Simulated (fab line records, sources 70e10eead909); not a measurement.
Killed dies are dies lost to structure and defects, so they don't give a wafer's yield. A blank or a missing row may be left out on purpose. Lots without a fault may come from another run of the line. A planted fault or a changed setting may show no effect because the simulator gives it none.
Chamber matching | flow nand_harc | NHARC_A_STAIRCASE_ETCH_313 on rie_diel-13: 4 sister chambers
The step etches the open film in CF4/CHF3. 8 wafers are shown with their chamber, then 9 later ones without.

WAFERS WITH THEIR CHAMBER
wafer  | chamber | drypump_motor_current_A (A) | showerhead_plenum_p_Torr (Torr)
L077.2 | 1       | 5.8                         | 1.50
L079.1 | 1       | 5.8                         | 1.50
L081.4 | 2       | 5.2                         | 1.68
L085.5 | 3       | 6.0                         | 1.47
L085.6 | 0       | 5.9                         | 1.56
L087.2 | 0       | 5.9                         | 1.56
L087.3 | 2       | 5.2                         | 1.68
L087.4 | 3       | 6.1                         | 1.46

WAFERS WITHOUT THEIR CHAMBER
wafer  | drypump_motor_current_A (A) | showerhead_plenum_p_Torr (Torr)
L091.1 | 5.2                         | 1.68
L091.3 | 5.8                         | 1.50
L091.5 | 5.8                         | 1.50
L092.2 | 6.1                         | 1.46
L092.4 | 5.2                         | 1.68
L092.5 | 5.8                         | 1.50
L093.2 | 5.9                         | 1.56
L093.3 | 5.8                         | 1.50
L093.5 | 5.8                         | 1.50

WHICH CHAMBER EACH WENT THROUGH
wafer  | from the rows above | in truth
L091.1 | 2                   | 2
L091.3 | 1                   | 1
L091.5 | 1                   | 1
L092.2 | 3                   | 3
L092.4 | 2                   | 2
L092.5 | 1                   | 1
L093.2 | 0                   | 0
L093.3 | 1                   | 1
L093.5 | 1                   | 1
Placed correctly: 9 of 9. Can't be placed from these rows: 0. Placed wrongly: 0.
How it was worked out, from the rows above alone: a wafer's distance from a chamber is the root of the sum, over the readings, of the square of ((its reading less the chamber's mean) divided by the reading's scatter). The wafer belongs to the nearest chamber; if the next one is less than 2 further off, it can't be placed. A chamber's mean is the mean of its shown wafers. The scatter: the root of (the sum of the squares of (reading less its chamber's mean) over the shown wafers, divided by (wafers less chambers)).
